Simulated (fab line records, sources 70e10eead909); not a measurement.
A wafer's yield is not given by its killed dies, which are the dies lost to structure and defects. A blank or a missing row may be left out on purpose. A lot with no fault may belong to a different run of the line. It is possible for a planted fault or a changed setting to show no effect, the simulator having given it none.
Comparing a struck lot with a sound one    flow nand-harc    14 steps out of a route of 1159
Sound: wafers L218.1, L218.2, L218.5. Struck: wafers L233.1, L233.4, L233.6. Last of all comes the cause.
At each step with rows: each side's tool, then ch and its chambers, then its first start. Under that, the readings that differ: sound wafers    struck wafers    difference of the means    sigmas: that difference in standard deviations of wafers without a fault.
alike: a reading whose means differ by less than 2 such deviations, as well as words and numbers matching on both sides. not compared: withheld readings; readings where some wafer has no value; bounds like >300 that might hide an equal value; numbers whose values overlap and for which the record gives no deviation.
A row with sigmas, a row that says differs or no value, or rows on one side alone: a step with any of these is where the two part. Non-overlapping numbers with no deviation appear without sigmas and do not part them. A reading missing from all wafers of one side parts the sides only when that side holds two or more wafers.

first, 1 step without rows for these wafers: NHARC_A_ONON_D1_DEP_03 (target thk 1000 nm).
NHARC_A_ONON_D1_THK_MEAS_05: measures by ellipsometry.
  sound: film-metro-01 at day 9 07:27; struck: film-metro-01 at day 13 05:41
  alike: thk-nm
following that, 1 step holds no rows for these wafers, namely NHARC_A_ONON_D1_DEP_06 (target thickness 1000 nm).
NHARC_A_ONON_D1_THK_MEAS_08: measures by ellipsometry.
  sound: film-metro-01 at day 9 08:01; struck: film-metro-01 at day 13 06:15
  alike: thk-nm
following that, 1 step holds no rows for these wafers, namely NHARC_A_ONON_D1_DEP_09 (target thickness 1000 nm).
NHARC_A_ONON_D1_THK_MEAS_11: measures by ellipsometry.
  sound: film-metro-01 at day 9 08:34; struck: film-metro-02 at day 13 06:49
  alike: thk-nm
following that, 1 step holds no rows for these wafers, namely NHARC_A_ONON_D1_DEP_12 (target thickness 1000 nm).
NHARC_A_ONON_D1_THK_MEAS_14: measures by ellipsometry.
  sound: film-metro-01 at day 9 09:08; struck: film-metro-02 at day 13 07:22
reading      sound        struck          difference  sigmas
thk-nm (nm)  988 990 987  1004 1006 1006  +17         +2
then, 2 steps without rows for these wafers: NHARC_A_ONON_D1_ANNEAL_15 (time 3600 s); NHARC_A_ONON_D1_DEP_16 (target thk 1000 nm).
NHARC_A_ONON_D1_THK_MEAS_18: measures by ellipsometry.
  sound: film-metro-01 at day 9 14:13; struck: film-metro-02 at day 13 14:28
  alike: thk-nm
NHARC_A_ONON_D1_DEP_19: target thk 1000 nm.
  sound on pecvd-onon-03 ch 0, day 9 14:17; struck on pecvd-onon-03 ch 0, day 13 14:32
  alike: sih4-flow-sccm
NHARC_A_ONON_D1_THK_MEAS_21: measures by ellipsometry.
  sound: film-metro-01 at day 9 14:48; struck: film-metro-02 at day 13 15:02
reading      sound        struck          difference  sigmas
thk-nm (nm)  986 986 986  1033 1030 1032  +46         +5
following that, 1 step holds no rows for these wafers, namely NHARC_A_ONON_D1_DEP_22 (target thickness 1000 nm).

## WHERE THEY PART
Last at NHARC_A_ONON_D1_THK_MEAS_21 as far as this record goes, first at NHARC_A_ONON_D1_THK_MEAS_14.

WHY: what had been put in by the simulator
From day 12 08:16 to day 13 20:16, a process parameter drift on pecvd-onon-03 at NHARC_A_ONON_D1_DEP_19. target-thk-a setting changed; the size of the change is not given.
